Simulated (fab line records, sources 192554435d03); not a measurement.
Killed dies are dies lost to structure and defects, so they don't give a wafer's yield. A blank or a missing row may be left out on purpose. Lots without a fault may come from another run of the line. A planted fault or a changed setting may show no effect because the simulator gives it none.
Which tool did it? | flow n5_finfet | 14 lots, 41 wafers sampled, at 1 step of a route of 1938

WHAT THE GAUGES READ, wafer by wafer
N5_PMOS_HMC_CHANNEL_EPI_THK_MEAS_22.
lot  | measured    | on            | HMC_CMP_THK (nm)
L948 | day 2 07:30 | film_metro-01 | 52.8 53.1 53.2
L949 | day 2 14:15 | film_metro-01 | 52.6 54.1 54.3
L950 | day 2 20:38 | film_metro-02 | 55.3 52.9 54.4
L951 | day 3 03:07 | film_metro-01 | 53.3 52.2 52.7
L952 | day 3 08:55 | film_metro-02 | 54.7 52.5 53.1
L953 | day 3 13:59 | film_metro-02 | 53.7 53.2 53.0
L955 | day 4 01:52 | film_metro-02 | 54.6 54.6 54.3
L956 | day 4 08:08 | film_metro-01 | 53.2 54.2 54.2
L964 | day 6 09:19 | film_metro-02 | 54.0 52.8 54.3
L965 | day 6 20:18 | film_metro-01 | 53.4 54.4 53.3
L966 | day 6 21:17 | film_metro-01 | 53.9 54.7 54.0
L967 | day 7 02:17 | film_metro-01 | 53.0 52.6 54.2
L968 | day 7 07:13 | film_metro-02 | 52.5 54.2
L969 | day 7 13:23 | film_metro-02 | 54.2 54.3 53.5

WHICH TOOL RAN EACH LOT (tool, then ch and the chambers of the sampled wafers, then the start)
The record holds no process step before these readings.

WHAT THE TOOLS THEMSELVES READ (means of the sampled wafers that have a number; where no wafer has one, the mark that the record gives instead)
The record holds no such reading with a usual standard deviation.

THE ANSWER, worked out from the rows above alone
Rule: what is usual is taken from the lots themselves. Put in order of their means at a reading, lots are off if they are a third of the lots or fewer, leave a main group of 4 or more, and stand apart from it by a gap of 3 or more times the standard deviation of the main group's means; of several such gaps the widest counts. A main group whose means are all the same, to the digits that the tables above print for the reading, isn't used. A lot without any number at a reading at which 4 lots or more have one is off too. The other lots that the step has rows for count as sound. The gauges are gone through in route order, then the tools' own readings, and for those a lot's mean is taken as printed above. The first step at which some lot is off is used, and at that step the reading that is off furthest; a lot without a number counts as furthest.
No lot is off at any reading shown: from this, nothing can be told.

WHAT THE SIMULATOR HAD PUT IN
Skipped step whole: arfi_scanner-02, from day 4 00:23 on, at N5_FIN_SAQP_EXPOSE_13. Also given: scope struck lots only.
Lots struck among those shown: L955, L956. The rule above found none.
